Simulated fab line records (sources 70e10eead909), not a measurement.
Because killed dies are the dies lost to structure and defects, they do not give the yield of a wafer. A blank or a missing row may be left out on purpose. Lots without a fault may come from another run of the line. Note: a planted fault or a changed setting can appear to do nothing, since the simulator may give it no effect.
fab line records -- flow nand_harc -- part 2 of 2: steps 23 to 34 of 34
[record] lots = 5, wafers = 15, last_day = 33
route steps=1302 shown A_BONDPAD@1212 HYBRID_BOND@1237 THIN_TSV@1244
lots that met no fault: from a run of the same line without faults
start_h: start of the lot's first displayed wafer, in hours after the record's first day -- wait_h: time in hours since the lot's previous step -- " the same as in the row above -- L1.1+2: a single row standing in for several wafers -- - value missing, or start not given -- * or withheld: withheld -- < > ~ a bound
route shown NAME@n: NAME is a module with steps in the file, n the number in the route of the first one -- usual: the fault-free wafers' mean and standard deviation -- same: alike in all rows -- chamber/n: place in a boat -- sites: each site's reading -- _std_site: standard deviation of those values -- _edge_site: the outer-site mean with the inner-site mean subtracted -- radius_mm: how far each site lies from the wafer's centre -- mask NAME#n: copy n -- behind: the tool/chamber that last shaped the wafer -- hold: cause of the lot's hold/its duration in hours/its outcome -- device: the transistor (n, p or np) that didn't switch -- end of line: the route-end tests of the same wafers -- where a step has no rows: the recipe by itself -- killed: dies that structure and defects cost at the first sort, which is not the same as the wafer's yield -- map: shows each die of a wafer: x if killed, . if not, _ if none is there
set.NAME: the setting as run; set.NAME@STEP: as run at that earlier step -- model.NAME: the simulator's own value behind a step, which no gauge read
lots seen at some steps along the route; tables by step, rows by wafer
services: from which hour (start_h, from the record's first day; less than 0 if before it) a tool's chamber was out of use, for how many hours, and why
[[steps]]
[step NHARC_A_BONDPAD_INSPECT_23]
[usual] raw_defect_count = 538/120
lot.wafer,tool,chamber,start_h,wait_h,raw_defect_count
L085.2,defect_inspect-02,-,655.88,0.0,643
L085.5,defect_inspect-02,-,655.88,0.0,805
L085.6,defect_inspect-02,-,655.88,0.0,627
L084.1,defect_inspect-01,-,659.26,0.0,494
L084.4,defect_inspect-01,-,659.26,0.0,623
L084.5,defect_inspect-01,-,659.26,0.0,544
L089.1,defect_inspect-02,-,703.78,0.0,645
L089.3,defect_inspect-02,-,703.78,0.0,467
L089.5,defect_inspect-02,-,703.78,0.0,522
L093.1,defect_inspect-02,-,727.51,0.0,594
L093.2,defect_inspect-02,-,727.51,0.0,617
L093.6,defect_inspect-02,-,727.51,0.0,492
L097.1,defect_inspect-01,-,765.02,0.0,524
L097.2,defect_inspect-01,-,765.02,0.0,553
L097.5,defect_inspect-01,-,765.02,0.0,450
[step NHARC_HYBRID_BOND_ACTIVATE_00]
[recipe] time_s = 60, n2_flow_sccm = 200, ar_flow_sccm = 0, bias_power_w = 0, chemistry = N2
[usual] drypump_motor_current_A = 5.9/0.41, oes_product_au = 1.002/0.0073, rf_vpp_V = 64.0/0.88, showerhead_plenum_p_Torr = 1.75/0.048
[same] bias_power_w = 0
lot.wafer,tool,chamber,start_h,wait_h,drypump_motor_current_A,oes_product_au,rf_hours_counter_h,rf_vpp_V,showerhead_plenum_p_Torr
L085.2,rie_diel-02,3,655.94,0.1,5.1,1.005,28,63.0,1.68
L085.6,rie_diel-02,3,655.94,0.1,5.1,1.003,-,63.4,1.68
L085.5,rie_diel-02,0,655.94,0.1,4.8,1.015,-,63.6,1.82
L084.4,rie_diel-01,3,659.32,0.1,5.8,1.014,8,64.3,1.71
L084.1,rie_diel-01,1,659.32,0.1,5.7,1.006,9,64.0,1.73
L084.5,rie_diel-01,0,659.32,0.1,6.3,0.998,-,64.9,1.74
L089.3,rie_diel-01,0,703.85,0.1,6.3,0.991,11,64.0,1.74
L089.1,rie_diel-01,2,703.85,0.1,6.2,1.009,12,64.6,1.81
L089.5,rie_diel-01,3,703.85,0.1,5.8,1.007,-,65.3,1.71
L093.2,rie_diel-01,3,727.58,0.1,5.8,1.003,15,64.5,1.71
L093.1,rie_diel-01,1,727.58,0.1,5.6,1.002,15,63.4,1.72
L093.6,rie_diel-01,0,727.58,0.1,6.3,1.008,-,63.0,1.74
L097.1,rie_diel-01,0,765.11,0.1,6.3,1.000,2,63.4,1.74
L097.2,rie_diel-01,1,765.11,0.1,5.7,0.980,2,63.7,1.72
L097.5,rie_diel-01,2,765.11,0.1,6.3,0.997,-,62.4,1.81
[step NHARC_HYBRID_BOND_PRECLEAN_01]
[recipe] time_s = 300, temp_c = 23, chemistry = DIW
lot.wafer,tool,chamber,start_h,wait_h
L085.6+2+5,wet_bench-10,"6,7,0",656.10,0.1
L084.1+5+4,wet_bench-08,"0,1,2",659.52,0.2
L089.1+5+3,wet_bench-08,"3,4,7",703.99,0.1
L093.1+6+2,wet_bench-10,"0,1,2",727.76,0.1
L097.5+2+1,wet_bench-08,"7,0,1",765.24,0.1
[step NHARC_HYBRID_BOND_SRD_02]
[recipe] time_s = 30, temp_c = 23, dry_time_s = 20, spin_rpm = 1500
lot.wafer,tool,chamber,start_h,wait_h
L085.6+2+5,wet_bench-10,"6,7,0",-,-
L084.1+5+4,wet_bench-08,"0,1,2",-,-
L089.1+5+3,wet_bench-08,"3,4,7",-,-
L093.1+6+2,wet_bench-10,"0,1,2",-,-
L097.5+2+1,wet_bench-08,"7,0,1",-,-
[step NHARC_HYBRID_BOND_BOND_03]
[recipe] temp_c = 25
lot.wafer,tool,chamber,start_h,wait_h
L085.2+5+6,wafer_bonder-01,0,656.50,-
L084.1+4+5,wafer_bonder-01,0,659.73,-
L089.1+3+5,wafer_bonder-01,0,704.59,-
L093.1+2+6,wafer_bonder-01,0,727.98,-
L097.1+2+5,wafer_bonder-01,0,765.49,-
[step NHARC_HYBRID_BOND_ANNEAL_04]
[recipe] temp_c = 300, time_s = 7200, ramp_up_c_per_min = 5, ramp_down_c_per_min = 3, idle_temp_c = 100, pressure_atm = 1
[usual] zone_power_upper_pct = 2.66/0.18
lot.wafer,tool,chamber,start_h,wait_h,zone_power_upper_pct
L085.2,furnace-03,0,660.63,4.0,2.54
L085.5,furnace-03,0,660.63,4.0,2.56
L085.6,furnace-03,0,660.63,4.0,2.54
L084.1,furnace-02,0,664.29,4.4,3.13
L084.4,furnace-02,0,664.29,4.4,3.16
L084.5,furnace-02,0,664.29,4.4,3.22
L089.1,furnace-03,0,707.08,2.3,2.61
L089.3,furnace-03,0,707.08,2.3,2.58
L089.5,furnace-03,0,707.08,2.3,2.56
L093.1,furnace-01,0,730.06,1.9,2.76
L093.2,furnace-01,0,730.06,1.9,2.84
L093.6,furnace-01,0,730.06,1.9,2.86
L097.1,furnace-02,0,771.93,6.3,3.17
L097.2,furnace-02,0,771.93,6.3,3.14
L097.5,furnace-02,0,771.93,6.3,3.15
[step NHARC_HYBRID_BOND_OVL_MEAS_05]
[usual] overlay_x_nm = 1/34, overlay_y_nm = 0/32
lot.wafer,tool,chamber,start_h,wait_h,overlay_x_nm,overlay_y_nm
L085.2,overlay-02,-,665.30,0.4,40,26
L085.5,overlay-02,-,665.30,0.4,-64,-32
L085.6,overlay-02,-,665.30,0.4,17,-24
L084.1,overlay-02,-,668.98,0.4,6,-27
L084.4,overlay-02,-,668.98,0.4,-14,-22
L084.5,overlay-02,-,668.98,0.4,27,15
L089.1,overlay-02,-,711.72,0.4,19,18
L089.3,overlay-02,-,711.72,0.4,-10,22
L089.5,overlay-02,-,711.72,0.4,0,20
L093.1,overlay-01,-,734.79,0.4,62,-15
L093.2,overlay-01,-,734.79,0.4,19,22
L093.6,overlay-01,-,734.79,0.4,0,8
L097.1,overlay-01,-,776.73,0.4,-53,10
L097.2,overlay-01,-,776.73,0.4,-52,2
L097.5,overlay-01,-,776.73,0.4,-26,25
[step NHARC_HYBRID_BOND_INSPECT_06]
[recipe] inspect_instrument = ir_void
[usual] raw_defect_count = 85/39
lot.wafer,tool,chamber,start_h,wait_h,raw_defect_count
L085.2,defect_inspect-01,-,665.35,0.1,69
L085.5,defect_inspect-01,-,665.35,0.1,73
L085.6,defect_inspect-01,-,665.35,0.1,73
L084.1,defect_inspect-02,-,669.03,0.0,43
L084.4,defect_inspect-02,-,669.03,0.0,43
L084.5,defect_inspect-02,-,669.03,0.0,45
L089.1,defect_inspect-01,-,711.79,0.1,30
L089.3,defect_inspect-01,-,711.79,0.1,44
L089.5,defect_inspect-01,-,711.79,0.1,42
L093.1,defect_inspect-02,-,734.85,0.0,108
L093.2,defect_inspect-02,-,734.85,0.0,132
L093.6,defect_inspect-02,-,734.85,0.0,135
L097.1,defect_inspect-01,-,776.78,0.0,102
L097.2,defect_inspect-01,-,776.78,0.0,121
L097.5,defect_inspect-01,-,776.78,0.0,113
[step NHARC_THIN_TSV_GRIND_00]
[recipe] target_thk_um = 6
[usual] motor_current_A = 11.999/0.023
lot.wafer,tool,chamber,start_h,wait_h,motor_current_A
L085.2,grinder-01,0,666.39,1.0,12.013
L085.5,grinder-01,0,666.39,1.0,11.974
L085.6,grinder-01,0,666.39,1.0,12.000
L084.1,grinder-01,0,669.19,0.1,11.996
L084.4,grinder-01,0,669.19,0.1,12.001
L084.5,grinder-01,0,669.19,0.1,11.980
L089.1,grinder-01,0,714.32,2.5,11.972
L089.3,grinder-01,0,714.32,2.5,11.994
L089.5,grinder-01,0,714.32,2.5,12.035
L093.1,grinder-01,0,744.18,9.3,11.991
L093.2,grinder-01,0,744.18,9.3,11.979
L093.6,grinder-01,0,744.18,9.3,12.002
L097.1,grinder-01,0,776.93,0.1,12.005
L097.2,grinder-01,0,776.93,0.1,12.002
L097.5,grinder-01,0,776.93,0.1,11.974
[step NHARC_THIN_TSV_CMP_01]
[recipe] target_thk_um = 3
[usual] motor_current_A = 12.4/1.3, slurry_filter_dp_kPa = 13.49/0.13
lot.wafer,tool,chamber,start_h,wait_h,motor_current_A,slurry_filter_dp_kPa
L085.2,cmp-01,1,667.41,0.8,10.0,13.43
L085.5,cmp-01,1,667.41,0.8,10.0,13.40
L085.6,cmp-01,2,667.41,0.8,12.4,13.54
L084.1,cmp-01,1,670.41,1.0,10.0,13.43
L084.4,cmp-01,0,670.41,1.0,13.8,13.45
L084.5,cmp-01,1,670.41,1.0,10.1,13.44
L089.1,cmp-04,3,715.56,1.0,10.6,13.54
L089.3,cmp-04,1,715.56,1.0,13.1,13.63
L089.5,cmp-04,3,715.56,1.0,11.1,13.60
L093.1,cmp-01,1,745.40,1.0,9.9,13.62
L093.2,cmp-01,0,745.40,1.0,13.0,13.62
L093.6,cmp-01,2,745.40,1.0,13.1,13.68
L097.2,cmp-04,3,778.15,0.8,10.8,13.58
L097.1,cmp-04,1,778.15,0.8,14.3,13.44
L097.5,cmp-04,0,778.15,0.8,12.8,13.52
[step NHARC_THIN_TSV_THK_MEAS_02]
[recipe] thk_meas_gauge = ir
[usual] thk_nm = 3061/210
lot.wafer,tool,chamber,start_h,wait_h,thk_nm
L085.2,film_metro-01,-,667.68,0.2,3248
L085.5,film_metro-01,-,667.68,0.2,3034
L085.6,film_metro-01,-,667.68,0.2,3243
L084.1,film_metro-02,-,670.68,-,2932
L084.4,film_metro-02,-,670.68,-,2934
L084.5,film_metro-02,-,670.68,-,2792
L089.1,film_metro-01,-,715.83,-,2903
L089.3,film_metro-01,-,715.83,-,3574
L089.5,film_metro-01,-,715.83,-,3017
L093.1,film_metro-02,-,745.66,-,2990
L093.2,film_metro-02,-,745.66,-,2936
L093.6,film_metro-02,-,745.66,-,3396
L097.1,film_metro-02,-,778.42,-,3141
L097.2,film_metro-02,-,778.42,-,3125
L097.5,film_metro-02,-,778.42,-,3022
[step NHARC_THIN_TSV_SRD_03]
lot.wafer,tool,chamber,start_h,wait_h
L085.5+6+2,wet_bench-08,"4,6,0",667.72,0.0
L084.4+1+5,wet_bench-08,"6,1,3",670.72,0.0
L089.5+1+3,wet_bench-10,"1,4,6",715.87,0.0
L093.2+6+1,wet_bench-10,"2,3,5",745.70,0.0
L097.5+2+1,wet_bench-10,"4,6,7",778.46,0.0
[[services]]
tool,chamber,start_h,hours,kind
rie_diel-13,3,631.30,3.7,repair
wafer_bonder-01,-,635.99,2.2,repair
pvd_sputter-02,-,642.42,10.0,pm
wet_bench-08,-,646.41,8.0,pm
rie_diel-13,0,651.41,12.4,repair
cmp-01,-,663.97,1.4,repair
wet_bench-10,-,667.99,8.0,pm
rie_diel-09,-,674.10,9.0,pm
cmp-01,-,678.51,4.0,pm
grinder-01,-,682.10,0.3,repair
pvd_sputter-03,-,689.47,3.3,repair
cmp-01,-,690.69,3.0,repair
rie_diel-13,-,696.53,9.0,pm
pvd_sputter-03,-,704.00,10.0,pm
cmp-01,-,714.91,1.8,repair
cmp-01,-,717.22,0.5,repair
pvd_sputter-02,-,718.68,56.1,repair
cmp-01,-,727.66,0.7,repair
wafer_bonder-01,-,736.12,8.0,pm
grinder-01,-,736.18,8.0,pm
rie_diel-13,2,736.92,2.9,repair
rie_diel-09,2,744.12,6.6,repair
cmp-01,-,747.97,2.6,repair
rie_diel-13,3,774.85,6.9,repair
